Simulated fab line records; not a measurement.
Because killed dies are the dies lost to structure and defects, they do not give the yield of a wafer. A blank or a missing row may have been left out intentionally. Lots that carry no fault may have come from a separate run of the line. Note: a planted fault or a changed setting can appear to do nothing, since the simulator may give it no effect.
fab line records    flow n5_finfet
record lots=24  wafers=72  last_day=18
route steps=1938 shown BEOL_M13@1710 BEOL_M14@1726 BEOL_M15@1784
lots untouched by any fault: they come from a run of this same line in which no faults occurred
start_h: start of the lot's first displayed wafer, in hours after the record's first day    wait_h: hours since the lot's step before    " repeats the value in the row above    L1.1+2: a single row standing in for several wafers    - no value, or no start given    * or withheld: withheld    < > ~ a bound
route shown NAME@n: a module of which the file shows steps, and the number in the route of the first    usual: mean/standard deviation taken from wafers without a fault    same: alike in all rows    chamber/n: place in a boat    sites: per-site readings    _std_site: how widely they spread, as a standard deviation    _edge_site: inner sites' mean taken away from outer sites' mean    radius_mm: for every site, how far away it sits from the centre of the wafer    mask NAME#n: copy n    behind: the tool/chamber that last shaped the wafer    hold: reason for holding the lot/hours on hold/outcome of the hold    device: the n, p or np transistor that did not switch    end of line: tests of these same wafers at the route's end    a step without rows: its recipe alone    killed: not the wafer's yield, but the dies lost to structure and defects at the first sort    map: the dies of a wafer, with x for killed, . for not killed, _ for no die there
set.NAME: setting as actually run; set.NAME@STEP: the setting as run at that earlier step    model.NAME: the simulator's own value behind a step, which no gauge read
steps of the route over a sample of lots; a table a step, a row a wafer
services: when a tool's chamber went out of use (start_h, in hours from the record's first day, below 0 if earlier), for how many hours, and the reason
## steps
# step N5_BEOL_M13_CMP_49
# recipe stop_on=SiOC  t_overpolish_s=17.1  down_force_psi=1  platen_rpm=50  clearing_platen_down_force_psi=1.5  clearing_platen_rpm=50  post_cmp_clean=cu_alkaline  target_thk_nm=420  clearing_platen_pad_velocity_m_s=0.99484  pad_velocity_m_s=0.99484
# usual barrier_field_endpoint_s=30.1/0.8  clearing_platen_rpm=50.00/0.031  motor_current_A=5.9/0.55  overpolish_run_s=17.099/0.0085  pad_life_wafers=992/690
# same t_overpolish_s=17.1
lot.wafer  tool    chamber  start_h  wait_h  barrier_field_endpoint_s  clearing_platen_rpm  motor_current_A  overpolish_run_s  pad_life_wafers
L074.3     cmp-01  2        257.85   0.2     28.8                      50.07                5.7              17.096            1694
L074.1     "       3        "        "       29.1                      50.05                5.7              17.093            1695
L074.6     "       1        "        "       30.3                      49.99                6.8              17.093            -
L075.4     cmp-03  2        265.12   0.1     30.7                      49.97                4.8              17.104            2046
L075.3     "       3        "        "       30.1                      49.96                5.9              17.094            2047
L075.1     "       0        "        "       30.3                      50.00                6.6              17.088            2048
L076.3     cmp-04  3        270.27   0.2     30.7                      50.00                6.1              17.088            751
L076.1     "       0        "        "       30.3                      50.01                6.6              17.097            752
L076.6     "       2        "        "       30.7                      49.92                5.5              17.102            -
L079.4     cmp-04  3        273.95   0.1     30.0                      50.00                5.8              17.090            774
L079.3     "       0        "        "       30.0                      50.05                7.0              17.089            775
L079.1     "       1        "        "       31.0                      50.00                5.7              17.095            776
L078.4     cmp-01  3        274.44   0.2     30.7                      50.01                5.4              17.106            1849
L078.2     "       0        "        "       30.0                      50.00                5.9              17.110            1850
L078.5     "       3        "        "       30.3                      49.99                5.9              17.104            -
L077.1     cmp-03  0        280.37   0.3     30.0                      50.03                6.0              17.102            6
L077.3     "       3        "        "       30.1                      50.03                6.0              17.076            9
L077.6     "       1        "        "       29.5                      50.01                5.9              17.112            -
L080.2     cmp-03  0        295.16   0.3     30.5                      49.98                6.3              17.098            122
L080.4     "       1        "        "       31.9                      49.98                5.7              17.095            123
L080.5     "       3        "        "       30.5                      50.02                5.9              17.105            -
L083.1     cmp-01  1        298.57   0.4     29.8                      49.98                6.6              17.095            2073
L083.5     "       2        "        "       28.2                      49.98                5.7              17.104            -
L083.6     "       3        "        "       29.7                      50.02                5.5              17.101            -
L081.4     cmp-03  1        305.23   0.2     30.0                      50.03                5.8              17.093            181
L081.1     "       3        "        "       29.1                      50.02                5.6              17.104            183
L081.5     "       0        "        "       29.3                      49.99                5.9              17.101            -
L082.3     cmp-04  3        305.46   0.2     29.5                      49.95                5.7              17.111            1002
L082.1     "       2        "        "       30.5                      50.01                5.1              17.101            1005
L082.5     "       3        "        "       29.0                      49.97                6.4              17.106            -
L084.2     cmp-04  1        309.09   0.2     30.6                      49.99                5.7              17.104            1056
L084.3     "       2        "        "       30.8                      50.00                5.3              17.102            1057
L084.5     "       1        "        "       30.0                      50.03                5.6              17.101            -
L085.3     cmp-01  3        318.35   0.3     30.0                      50.07                5.3              17.102            39
L085.6     "       0        "        "       29.8                      49.98                5.7              17.103            -
L085.5     "       1        "        "       30.9                      49.99                6.7              17.099            -
L087.2     cmp-01  0        338.43   0.2     29.8                      49.98                5.8              17.101            181
L087.3     "       2        "        "       29.6                      50.02                5.6              17.110            183
L087.5     "       0        "        "       29.4                      50.00                6.0              17.106            -
L086.1     cmp-04  3        339.10   0.3     29.0                      50.00                6.1              17.105            1296
L086.4     "       0        "        "       28.9                      50.02                6.7              17.094            1297
L086.3     "       1        "        "       30.0                      49.96                5.7              17.093            1298
L089.1     cmp-01  3        345.37   0.3     29.3                      49.98                5.6              17.079            246
L089.5     "       3        "        "       30.6                      49.97                5.4              17.107            -
L089.6     "       0        "        "       29.4                      50.00                5.5              17.096            -
L088.1     cmp-03  0        354.91   0.3     29.7                      50.01                6.4              17.105            571
L088.4     "       1        "        "       30.0                      50.01                5.5              17.100            572
L088.5     "       3        "        "       29.9                      50.04                5.9              17.113            -
L091.3     cmp-03  3        355.40   0.4     29.1                      50.06                5.8              17.103            582
L091.4     "       2        "        "       29.9                      50.02                4.8              17.092            585
L091.6     "       3        "        "       29.7                      50.03                5.9              17.107            -
L090.3     cmp-03  2        355.67   0.4     29.8                      49.99                4.9              17.099            589
L090.1     "       3        "        "       29.6                      50.04                5.7              17.100            590
L090.5     "       2        "        "       29.8                      49.97                4.5              17.093            -
L093.4     cmp-01  3        362.37   0.1     29.7                      50.04                5.5              17.087            390
L093.3     "       1        "        "       30.3                      50.03                7.0              17.103            392
L093.6     "       0        "        "       30.1                      49.99                5.5              17.088            -
L092.3     cmp-04  1        375.80   0.2     31.2                      49.99                5.5              17.110            1560
L092.4     "       0        "        "       29.9                      49.99                6.4              17.097            1563
L092.6     "       1        "        "       31.0                      49.95                5.6              17.101            -
L094.1     cmp-04  3        385.80   0.4     30.1                      50.03                6.0              17.099            1641
L094.5     "       0        "        "       30.0                      49.97                6.7              17.085            -
L094.6     "       1        "        "       31.2                      49.99                5.8              17.103            -
L095.2     cmp-04  0        390.36   0.2     30.3                      50.02                6.6              17.090            1681
L095.4     "       2        "        "       31.5                      50.01                5.2              17.108            1683
L095.6     "       0        "        "       29.6                      50.02                6.7              17.097            -
L096.1     cmp-04  3        392.56   0.3     30.2                      50.00                5.9              17.097            1705
L096.5     "       2        "        "       31.8                      49.99                5.2              17.109            -
L096.6     "       3        "        "       30.8                      50.02                6.4              17.083            -
L097.1     cmp-04  3        399.84   0.3     29.7                      50.02                6.2              17.109            1746
L097.3     "       0        "        "       28.0                      49.96                7.1              17.094            1747
L097.2     "       2        "        "       30.3                      50.00                5.2              17.109            1749
# step N5_BEOL_M14_CD_MEAS_10
# recipe target_cd_nm=250  landing_energy_ev=500  detector=se_inlens  polarity=opening
# usual cd_nm=250.2/1.6
lot.wafer  tool       chamber  start_h  wait_h  cd_nm
L074.1     cd_sem-01  0        258.88   -       252.2
L074.3     "          0        "        "       252.7
L074.6     "          0        "        "       252.4
L075.1     cd_sem-01  0        266.10   -       248.0
L075.3     "          0        "        "       248.7
L075.4     "          0        "        "       251.1
L076.1     cd_sem-01  0        271.29   -       248.3
L076.3     "          0        "        "       248.1
L076.6     "          0        "        "       250.9
L079.1     cd_sem-03  0        275.06   -       250.3
L079.3     "          0        "        "       251.3
L079.4     "          0        "        "       251.7
L078.2     cd_sem-02  0        275.59   -       249.7
L078.4     "          0        "        "       250.0
L078.5     "          0        "        "       250.0
L077.1     cd_sem-03  0        281.48   -       248.8
L077.3     "          0        "        "       247.9
L077.6     "          0        "        "       250.6
L080.2     cd_sem-03  0        296.22   -       249.8
L080.4     "          0        "        "       249.2
L080.5     "          0        "        "       248.5
L083.1     cd_sem-01  0        299.52   -       246.7
L083.5     "          0        "        "       249.0
L083.6     "          0        "        "       250.8
L081.1     cd_sem-03  0        306.30   -       249.9
L081.4     "          0        "        "       249.0
L081.5     "          0        "        "       249.5
L082.1     cd_sem-02  0        306.45   -       250.4
L082.3     "          0        "        "       248.5
L082.5     "          0        "        "       252.2
L084.2     cd_sem-02  0        310.07   -       251.5
L084.3     "          0        "        "       250.8
L084.5     "          0        "        "       249.5
L085.3     cd_sem-03  0        319.35   -       253.0
L085.5     "          0        "        "       253.3
L085.6     "          0        "        "       252.4
L087.2     cd_sem-02  0        339.48   -       249.3
L087.3     "          0        "        "       249.1
L087.5     "          0        "        "       249.0
L086.1     cd_sem-01  0        340.19   -       248.4
L086.3     "          0        "        "       246.6
L086.4     "          0        "        "       251.1
L089.1     cd_sem-03  0        346.48   -       252.2
L089.5     "          0        "        "       250.4
L089.6     "          0        "        "       251.0
L088.1     cd_sem-01  0        356.01   -       249.9
L088.4     "          0        "        "       250.4
L088.5     "          0        "        "       251.8
L091.3     cd_sem-02  0        356.54   -       251.5
L091.4     "          0        "        "       250.2
L091.6     "          0        "        "       247.0
L090.1     cd_sem-02  0        356.84   -       252.4
L090.3     "          0        "        "       249.1
L090.5     "          0        "        "       248.9
L093.3     cd_sem-03  0        363.48   -       251.4
L093.4     "          0        "        "       250.0
L093.6     "          0        "        "       247.4
L092.3     cd_sem-03  0        376.91   -       247.7
L092.4     "          0        "        "       250.5
L092.6     "          0        "        "       250.8
L094.1     cd_sem-02  0        386.87   -       248.0
L094.5     "          0        "        "       250.7
L094.6     "          0        "        "       248.9
L095.2     cd_sem-01  0        391.43   -       251.4
L095.4     "          0        "        "       249.1
L095.6     "          0        "        "       249.0
L096.1     cd_sem-01  0        393.66   -       250.3
L096.5     "          0        "        "       252.1
L096.6     "          0        "        "       248.5
L097.1     cd_sem-01  0        401.02   -       247.8
L097.2     "          0        "        "       246.6
L097.3     "          0        "        "       249.6
# step N5_BEOL_M14_DEGAS_41
# recipe ambient=vacuum  temp_c=300  time_s=60
# usual heater_power_w=462/63
lot.wafer  tool            chamber  start_h  wait_h  heater_power_w
L074.1     pvd_sputter-03  -        263.75   0.3     426
L074.3     "               -        "        "       545
L074.6     "               -        "        "       536
L075.1     pvd_sputter-01  -        274.35   0.2     450
L075.3     "               -        "        "       518
L075.4     "               -        "        "       449
L076.1     pvd_sputter-01  -        274.67   0.5     446
L076.3     "               -        "        "       521
L076.6     "               -        "        "       431
L079.1     pvd_sputter-01  -        278.79   0.2     441
L079.3     "               -        "        "       517
L079.4     "               -        "        "       419
L078.2     pvd_sputter-02  -        279.87   0.3     584
L078.4     "               -        "        "       443
L078.5     "               -        "        "       587
L077.1     pvd_sputter-02  -        284.03   0.5     590
L077.3     "               -        "        "       420
L077.6     "               -        "        "       610
L080.2     pvd_sputter-03  -        302.87   0.3     396
L080.4     "               -        "        "       422
L080.5     "               -        "        "       487
L083.1     pvd_sputter-02  -        303.70   0.5     405
L083.5     "               -        "        "       592
L083.6     "               -        "        "       420
L081.1     pvd_sputter-01  -        308.70   0.0     460
L081.4     "               -        "        "       506
L081.5     "               -        "        "       525
L082.1     pvd_sputter-02  -        308.78   0.0     429
L082.3     "               -        "        "       445
L082.5     "               -        "        "       424
L084.2     pvd_sputter-02  -        314.06   1.8     438
L084.3     "               -        "        "       397
L084.5     "               -        "        "       406
L085.3     pvd_sputter-02  -        324.09   0.3     424
L085.5     "               -        "        "       454
L085.6     "               -        "        "       425
L087.2     pvd_sputter-02  -        341.68   0.2     430
L087.3     "               -        "        "       409
L087.5     "               -        "        "       447
L086.1     pvd_sputter-03  -        344.74   0.2     476
L086.3     "               -        "        "       432
L086.4     "               -        "        "       538
L089.1     pvd_sputter-01  -        349.79   0.2     443
L089.5     "               -        "        "       448
L089.6     "               -        "        "       450
L088.1     pvd_sputter-03  -        358.99   0.3     484
L088.4     "               -        "        "       391
L088.5     "               -        "        "       486
L091.3     pvd_sputter-02  -        359.10   0.4     432
L091.4     "               -        "        "       435
L091.6     "               -        "        "       422
L090.1     pvd_sputter-02  -        359.46   0.5     600
L090.3     "               -        "        "       407
L090.5     "               -        "        "       429
L093.3     pvd_sputter-02  -        366.89   0.3     410
L093.4     "               -        "        "       613
L093.6     "               -        "        "       431
L092.3     pvd_sputter-02  -        379.56   0.3     419
L092.4     "               -        "        "       447
L092.6     "               -        "        "       589
L094.1     pvd_sputter-03  -        390.75   0.4     536
L094.5     "               -        "        "       545
L094.6     "               -        "        "       416
L095.2     pvd_sputter-03  -        393.95   0.6     388
L095.4     "               -        "        "       430
L095.6     "               -        "        "       526
L096.1     pvd_sputter-03  -        400.66   0.5     421
L096.5     "               -        "        "       541
L096.6     "               -        "        "       377
L097.1     pvd_sputter-01  -        405.71   0.2     419
L097.2     "               -        "        "       521
L097.3     "               -        "        "       451
# step N5_BEOL_M14_ANNEAL_48
# recipe temp_c=225  time_s=90  ambient=N2
# usual anneal_temp_c_max=226.03/0.25  wafer_temp_C_max=225.66/0.23
lot.wafer  tool           chamber  start_h  wait_h  anneal_temp_c_max  wafer_temp_C_max
L074.1     rtp_anneal-02  0        264.30   0.1     226.56             225.88
L074.3     "              0        "        "       226.54             225.79
L074.6     "              0        "        "       226.12             225.76
L075.1     rtp_anneal-01  0        275.55   0.8     226.10             225.48
L075.3     "              0        "        "       226.20             225.46
L075.4     "              0        "        "       225.99             225.40
L076.1     rtp_anneal-01  0        276.09   1.0     226.16             225.59
L076.3     "              0        "        "       226.00             225.84
L076.6     "              0        "        "       226.41             225.66
L079.1     rtp_anneal-01  0        279.33   0.1     226.54             225.75
L079.3     "              0        "        "       226.44             225.83
L079.4     "              0        "        "       225.67             225.70
L078.2     rtp_anneal-02  0        280.47   0.2     225.72             225.67
L078.4     "              0        "        "       225.55             225.70
L078.5     "              0        "        "       225.91             225.92
L077.1     rtp_anneal-01  0        284.58   0.1     225.85             225.65
L077.3     "              0        "        "       226.30             225.92
L077.6     "              0        "        "       225.78             225.68
L080.2     rtp_anneal-01  0        303.46   0.2     226.20             225.92
L080.4     "              0        "        "       226.25             225.43
L080.5     "              0        "        "       226.03             225.72
L083.1     rtp_anneal-01  0        304.33   0.1     226.28             225.29
L083.5     "              0        "        "       226.31             225.89
L083.6     "              0        "        "       226.37             225.68
L081.1     rtp_anneal-01  0        309.24   0.1     225.93             225.50
L081.4     "              0        "        "       226.00             225.41
L081.5     "              0        "        "       226.47             225.53
L082.1     rtp_anneal-02  0        309.46   0.3     225.87             225.69
L082.3     "              0        "        "       225.75             225.69
L082.5     "              0        "        "       225.72             225.45
L084.2     rtp_anneal-02  0        314.65   0.2     225.88             225.12
L084.3     "              0        "        "       225.87             225.95
L084.5     "              0        "        "       225.92             225.59
L085.3     rtp_anneal-02  0        324.82   0.3     225.74             225.38
L085.5     "              0        "        "       226.14             225.77
L085.6     "              0        "        "       225.92             225.53
L087.2     rtp_anneal-01  0        342.27   0.2     226.20             226.22
L087.3     "              0        "        "       226.06             225.78
L087.5     "              0        "        "       225.82             225.92
L086.1     rtp_anneal-02  0        345.35   0.2     226.04             225.91
L086.3     "              0        "        "       226.28             226.26
L086.4     "              0        "        "       225.91             226.10
L089.1     rtp_anneal-01  0        350.33   0.1     226.02             225.84
L089.5     "              0        "        "       225.99             225.67
L089.6     "              0        "        "       226.12             225.67
L088.1     rtp_anneal-02  0        359.54   0.1     226.05             225.79
L088.4     "              0        "        "       226.06             225.71
L088.5     "              0        "        "       226.03             225.48
L091.3     rtp_anneal-01  0        359.88   0.3     225.94             225.41
L091.4     "              0        "        "       225.66             226.03
L091.6     "              0        "        "       225.58             225.68
L090.1     rtp_anneal-02  0        360.01   0.1     225.93             225.90
L090.3     "              0        "        "       225.93             225.93
L090.5     "              0        "        "       225.75             225.95
L093.3     rtp_anneal-01  0        367.62   0.3     226.31             225.92
L093.4     "              0        "        "       226.10             225.25
L093.6     "              0        "        "       226.18             225.65
L092.3     rtp_anneal-01  0        380.19   0.2     225.88             225.36
L092.4     "              0        "        "       225.98             225.16
L092.6     "              0        "        "       226.10             225.07
L094.1     rtp_anneal-02  0        391.56   0.4     225.72             225.61
L094.5     "              0        "        "       225.86             225.59
L094.6     "              0        "        "       226.78             225.73
L095.2     rtp_anneal-01  0        394.54   0.2     226.49             225.70
L095.4     "              0        "        "       226.27             225.67
L095.6     "              0        "        "       226.45             225.79
L096.1     rtp_anneal-02  0        401.20   0.1     225.61             225.29
L096.5     "              0        "        "       226.01             225.61
L096.6     "              0        "        "       226.04             225.40
L097.1     rtp_anneal-02  0        406.27   0.2     225.85             225.81
L097.2     "              0        "        "       225.60             225.58
L097.3     "              0        "        "       225.41             225.52
# step N5_BEOL_M15_OVL_MEAS_11
# recipe points_per_wafer=44
# usual V14_OVL=-2/5
lot.wafer  tool        chamber  start_h  wait_h  V14_OVL[nm]
L074.1     overlay-01  0        265.77   0.0     1
L074.3     "           0        "        "       0
L074.6     "           0        "        "       -2
L075.1     overlay-01  0        277.31   0.0     -3
L075.3     "           0        "        "       -15
L075.4     "           0        "        "       -7
L076.1     overlay-01  0        277.53   0.0     -6
L076.3     "           0        "        "       -4
L076.6     "           0        "        "       0
L079.1     overlay-02  0        280.70   0.0     -1
L079.3     "           0        "        "       -4
L079.4     "           0        "        "       -5
L078.2     overlay-02  0        281.93   0.0     5
L078.4     "           0        "        "       -1
L078.5     "           0        "        "       3
L077.1     overlay-02  0        285.95   0.0     -2
L077.3     "           0        "        "       4
L077.6     "           0        "        "       -1
L080.2     overlay-01  0        304.90   0.0     -5
L080.4     "           0        "        "       0
L080.5     "           0        "        "       -9
L083.1     overlay-01  0        305.70   0.0     -9
L083.5     "           0        "        "       -2
L083.6     "           0        "        "       -11
L081.1     overlay-01  0        310.74   0.0     -6
L081.4     "           0        "        "       0
L081.5     "           0        "        "       3
L082.1     overlay-02  0        310.97   0.0     0
L082.3     "           0        "        "       -4
L082.5     "           0        "        "       -4
L084.2     overlay-01  0        315.97   0.0     -10
L084.3     "           0        "        "       7
L084.5     "           0        "        "       -8
L085.3     overlay-02  0        326.23   0.0     0
L085.5     "           0        "        "       2
L085.6     "           0        "        "       -4
L087.2     overlay-01  0        343.84   0.0     -7
L087.3     "           0        "        "       -10
L087.5     "           0        "        "       -6
L086.1     overlay-01  0        346.96   0.0     1
L086.3     "           0        "        "       -1
L086.4     "           0        "        "       5
L089.1     overlay-01  0        351.70   0.0     1
L089.5     "           0        "        "       1
L089.6     "           0        "        "       -2
L088.1     overlay-02  0        361.03   0.0     -10
L088.4     "           0        "        "       -6
L088.5     "           0        "        "       -10
L091.3     overlay-02  0        361.29   0.0     -2
L091.4     "           0        "        "       1
L091.6     "           0        "        "       0
L090.1     overlay-01  0        361.38   0.0     -4
L090.3     "           0        "        "       -3
L090.5     "           0        "        "       -3
L093.3     overlay-01  0        368.93   0.0     -6
L093.4     "           0        "        "       -2
L093.6     "           0        "        "       -7
L092.3     overlay-02  0        381.50   0.0     -4
L092.4     "           0        "        "       -7
L092.6     "           0        "        "       -4
L094.1     overlay-02  0        392.93   0.0     7
L094.5     "           0        "        "       8
L094.6     "           0        "        "       9
L095.2     overlay-01  0        396.09   0.0     3
L095.4     "           0        "        "       4
L095.6     "           0        "        "       1
L096.1     overlay-02  0        402.71   0.0     0
L096.5     "           0        "        "       4
L096.6     "           0        "        "       1
L097.1     overlay-02  0        407.84   0.0     6
L097.2     "           0        "        "       5
L097.3     "           0        "        "       1
# step N5_BEOL_M15_ETCH_59
# recipe chemistry=N2/H2  target=BARC  target_depth_a=890  overetch_a=267  time_s=67.9  ion_energy_ev=200  pressure_mtorr=30  source_w=840  bias_w=150  n2_flow_sccm=200  h2_flow_sccm=200
# usual drypump_motor_current_A=5.6/0.38  oes_product_au=0.67/0.061  rf_vpp_V=524.5/1.8  showerhead_plenum_p_Torr=2.57/0.071  throttle_valve_pct=17.87/0.27
lot.wafer  tool         chamber  start_h  wait_h  drypump_motor_current_A  oes_product_au  rf_hours_counter_h  rf_vpp_V  showerhead_plenum_p_Torr  throttle_valve_pct
L074.1     rie_diel-05  2        265.87   0.0     5.5                      0.74            67                  525.3     2.59                      17.79
L074.3     "            1        "        "       5.6                      0.62            180                 523.0     2.52                      17.80
L074.6     "            1        "        "       5.6                      0.62            -                   524.2     2.52                      17.79
L075.1     rie_diel-05  0        277.40   0.0     6.2                      0.62            202                 528.3     2.63                      18.27
L075.3     "            3        "        "       5.6                      0.74            46                  522.9     2.46                      17.47
L075.4     "            1        "        "       5.6                      0.62            184                 524.7     2.51                      17.76
L076.1     rie_diel-04  2        277.62   0.0     6.4                      0.71            77                  524.7     2.58                      18.11
L076.3     "            1        "        "       5.3                      0.74            39                  522.8     2.48                      17.78
L076.6     "            2        "        "       6.4                      0.71            -                   523.8     2.59                      18.13
L079.1     rie_diel-05  3        280.79   0.0     5.6                      0.74            48                  522.6     2.46                      17.47
L079.3     "            0        "        "       6.2                      0.61            203                 525.6     2.63                      18.28
L079.4     "            2        "        "       5.5                      0.72            72                  524.3     2.59                      17.79
L078.2     rie_diel-02  2        282.07   0.0     5.6                      0.63            188                 521.9     2.52                      17.64
L078.4     "            0        "        "       5.4                      0.77            32                  527.5     2.73                      17.71
L078.5     "            3        "        "       5.2                      0.60            -                   527.1     2.64                      18.26
L077.1     rie_diel-05  0        286.04   0.0     6.2                      0.62            206                 527.1     2.63                      18.29
L077.3     "            2        "        "       5.5                      0.73            74                  524.8     2.58                      17.79
L077.6     "            1        "        "       5.6                      0.61            -                   523.1     2.51                      17.78
L080.2     rie_diel-05  1        305.00   0.0     5.6                      0.62            194                 522.9     2.51                      17.78
L080.4     "            3        "        "       5.6                      0.73            56                  522.8     2.46                      17.48
L080.5     "            2        "        "       5.5                      0.71            -                   525.8     2.58                      17.81
L083.1     rie_diel-04  3        305.79   0.0     5.7                      0.70            75                  525.4     2.60                      18.10
L083.5     "            0        "        "       5.9                      0.64            -                   523.1     2.52                      17.71
L083.6     "            1        "        "       5.4                      0.74            -                   523.8     2.48                      17.78
L081.1     rie_diel-02  0        310.87   0.0     5.4                      0.76            39                  528.6     2.73                      17.71
L081.4     "            1        "        "       4.9                      0.77            30                  524.4     2.59                      17.57
L081.5     "            0        "        "       5.4                      0.75            -                   526.8     2.73                      17.72
L082.1     rie_diel-05  1        311.06   0.0     5.6                      0.61            196                 523.4     2.51                      17.80
L082.3     "            0        "        "       6.2                      0.60            214                 526.8     2.63                      18.30
L082.5     "            0        "        "       6.2                      0.61            -                   525.2     2.63                      18.29
L084.2     rie_diel-04  0        316.07   0.0     5.9                      0.63            177                 523.1     2.52                      17.71
L084.3     "            2        "        "       6.4                      0.70            89                  525.3     2.58                      18.14
L084.5     "            0        "        "       5.9                      0.63            -                   523.5     2.52                      17.72
L085.3     rie_diel-02  3        326.33   0.0     5.2                      0.59            213                 526.5     2.64                      18.30
L085.5     "            1        "        "       4.9                      0.76            -                   525.4     2.59                      17.56
L085.6     "            2        "        "       5.6                      0.62            -                   523.9     2.51                      17.65
L087.2     rie_diel-02  0        343.93   0.0     5.4                      0.75            45                  528.2     2.72                      17.73
L087.3     "            2        "        "       5.6                      0.62            206                 523.1     2.51                      17.66
L087.5     "            2        "        "       5.6                      0.62            -                   522.8     2.51                      17.67
L086.1     rie_diel-02  1        347.40   0.0     4.9                      0.74            43                  525.2     2.58                      17.58
L086.3     "            0        "        "       5.4                      0.75            47                  528.4     2.72                      17.74
L086.4     "            3        "        "       5.2                      0.59            220                 527.0     2.63                      18.33
L089.1     rie_diel-02  3        351.79   0.0     5.2                      0.58            221                 526.1     2.63                      18.30
L089.5     "            0        "        "       5.4                      0.74            -                   527.3     2.72                      17.73
L089.6     "            3        "        "       5.2                      0.58            -                   525.5     2.63                      18.31
L088.1     rie_diel-05  2        361.12   0.0     5.5                      0.71            96                  523.4     2.58                      17.84
L088.4     "            0        "        "       6.2                      0.60            -                   524.5     2.62                      18.33
L088.5     "            2        "        "       5.5                      0.70            -                   524.3     2.58                      17.82
L091.3     rie_diel-04  3        361.53   0.0     5.7                      0.68            92                  524.4     2.59                      18.14
L091.4     "            1        "        "       5.4                      0.72            64                  521.5     2.47                      17.82
L091.6     "            1        "        "       5.4                      0.72            -                   520.2     2.47                      17.80
L090.1     rie_diel-05  1        361.53   0.0     5.6                      0.61            210                 524.1     2.50                      17.83
L090.3     "            0        "        "       6.2                      0.60            228                 525.7     2.62                      18.33
L090.5     "            0        "        "       6.2                      0.59            -                   526.3     2.62                      18.33
L093.3     rie_diel-05  3        369.02   0.0     5.6                      0.71            70                  521.1     2.45                      17.50
L093.4     "            1        "        "       5.6                      0.60            212                 522.1     2.50                      17.85
L093.6     "            0        "        "       6.2                      0.60            -                   526.1     2.62                      18.33
L092.3     rie_diel-04  2        381.59   0.0     6.4                      0.68            110                 524.4     2.57                      18.19
L092.4     "            1        "        "       5.4                      0.71            70                  522.3     2.47                      17.81
L092.6     "            3        "        "       5.7                      0.68            -                   525.6     2.59                      18.16
L094.1     rie_diel-02  2        393.02   0.0     5.6                      0.60            222                 522.5     2.50                      17.70
L094.5     "            2        "        "       5.6                      0.61            -                   524.3     2.50                      17.71
L094.6     "            1        "        "       4.9                      0.73            -                   524.5     2.58                      17.60
L095.2     rie_diel-04  1        396.40   0.0     5.4                      0.71            74                  522.4     2.46                      17.83
L095.4     "            3        "        "       5.7                      0.67            103                 525.7     2.59                      18.14
L095.6     "            3        "        "       5.7                      0.68            -                   524.9     2.59                      18.16
L096.1     rie_diel-02  2        402.80   0.0     5.6                      0.60            226                 523.3     2.50                      17.70
L096.5     "            1        "        "       4.9                      0.73            -                   525.0     2.57                      17.61
L096.6     "            2        "        "       5.6                      0.59            -                   522.9     2.50                      17.69
L097.1     rie_diel-05  2        407.93   0.0     5.5                      0.70            111                 523.6     2.57                      17.85
L097.2     "            0        "        "       6.2                      0.59            242                 524.7     2.61                      18.34
L097.3     "            3        "        "       5.6                      0.70            82                  521.0     2.45                      17.54
## services
tool            chamber  start_h  hours  kind
cmp-01          -        234.04   3.7    pm
cmp-04          -        236.65   5.7    pm
rie_diel-02     3        264.08   11.4   repair
rie_diel-02     -        271.71   2.8    pm
cmp-03          -        274.80   4.0    pm
cmp-04          -        275.29   2.0    repair
cmp-03          -        278.80   -      consumable_replace:conditioner
cmp-03          -        278.80   -      consumable_replace:pad
cmp-01          -        288.82   1.2    repair
cmp-03          -        298.26   0.7    repair
rie_diel-02     -        300.28   4.0    repair
cmp-01          -        310.90   4.0    pm
cmp-01          -        314.90   -      consumable_replace:conditioner
cmp-01          -        314.90   -      consumable_replace:pad
rie_diel-02     0        322.58   9.6    repair
rie_diel-04     1        330.34   2.0    repair
pvd_sputter-03  -        332.92   11.1   repair
rie_diel-02     -        337.47   0.7    repair
cmp-03          -        343.51   2.6    repair
pvd_sputter-02  -        346.78   6.9    repair
rie_diel-05     3        351.34   12.4   repair
cmp-04          -        353.32   2.8    repair
rtp_anneal-02   -        361.02   5.6    pm
rie_diel-04     0        384.21   6.8    repair
## key
fault none
